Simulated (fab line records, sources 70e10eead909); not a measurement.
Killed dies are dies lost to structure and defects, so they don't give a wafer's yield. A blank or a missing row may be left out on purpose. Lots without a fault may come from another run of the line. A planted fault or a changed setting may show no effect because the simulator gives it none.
Tool commonality check | flow nand_harc | 4 lots, 12 wafers sampled

WHY IT WAS OPENED
At NHARC_END_SORT_01 the reading killed_at_array is flagged on 2 of 4 lots. Wafers without a fault read 26, standard deviation 10.
Rule: a lot is flagged when every wafer of it that has a number lies more than 4 standard deviations from that mean, or none has a number. The other lots count as sound.

lot  | measured     | on        | killed_at_array, wafer by wafer | flag
L546 | day 21 11:18 | prober-01 | 22 21 29                        |
L550 | day 21 20:42 | prober-01 | 16 13 5                         |
L549 | day 22 07:30 | prober-02 | 670 667 664                     | FLAGGED
L552 | day 23 07:02 | prober-01 | 673 673 676                     | FLAGGED
The numbers of the flagged lots are 670 on average: +644 against the usual, or +64 standard deviations.

WHICH TOOL RAN EACH LOT
The record holds 2 process steps before the reading, out of a route of 1159 steps. In each cell: the tool, then ch and the chambers that the sampled wafers went through, then the start.
lot  | flag    | NHARC_A_ZERO_WELL_DESCUM_12        | NHARC_A_ONON_D1_DEP_09
L546 |         | rie_diel-12 ch 0,3, day 8 18:06    | pecvd_onon-01 ch 0, day 9 19:53
L550 |         | rie_diel-01 ch 1,2,3, day 9 18:08  | pecvd_onon-03 ch 0, day 10 18:55
L549 | FLAGGED | rie_diel-10 ch 1,2,3, day 9 16:51  | pecvd_onon-01, day 10 18:50
L552 | FLAGGED | rie_diel-12 ch 0,2,3, day 10 15:55 | pecvd_onon-01, day 11 13:29
What these steps do:
- NHARC_A_ZERO_WELL_DESCUM_12: chemistry O2, time 3 s.
- NHARC_A_ONON_D1_DEP_09: target thk 1000 nm.
- NHARC_END_SORT_01

FLAGGED OVER TOTAL, TOOL BY TOOL (the gauges that took the reading come last)
step                        | tool          | lots run | flagged | share of the flagged lots | sound lots run after its first flagged lot
NHARC_A_ZERO_WELL_DESCUM_12 | rie_diel-01   | 1        | 0       | none                      | -
NHARC_A_ZERO_WELL_DESCUM_12 | rie_diel-10   | 1        | 1       | some                      | 0
NHARC_A_ZERO_WELL_DESCUM_12 | rie_diel-12   | 2        | 1       | some                      | 0
NHARC_A_ONON_D1_DEP_09      | pecvd_onon-01 | 3        | 2       | all                       | 0
NHARC_A_ONON_D1_DEP_09      | pecvd_onon-03 | 1        | 0       | none                      | -
NHARC_END_SORT_01           | prober-01     | 3        | 1       | some                      | 0
NHARC_END_SORT_01           | prober-02     | 1        | 1       | some                      | 0

WHAT THE TABLE ALLOWS
1 row of the table ran every flagged lot: pecvd_onon-01 at NHARC_A_ONON_D1_DEP_09.
- pecvd_onon-01 at NHARC_A_ONON_D1_DEP_09: 2 of its 3 lots flagged. Its last sound lot is L546 (day 9 19:53), its first flagged lot L549 (day 10 18:50): a fault that began between those two fits. On the flagged lots its readings are blank where sound lots have values: n2_flow_sccm, n2o_flow_sccm.
One tool is left: pecvd_onon-01 at NHARC_A_ONON_D1_DEP_09.

WHAT THE SIMULATOR HAD PUT IN
Skipped step whole: pecvd_onon-01, from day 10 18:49 on, at NHARC_A_ONON_D1_DEP_09. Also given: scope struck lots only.
Lots struck among those shown: L549, L552. The rule above found the same.
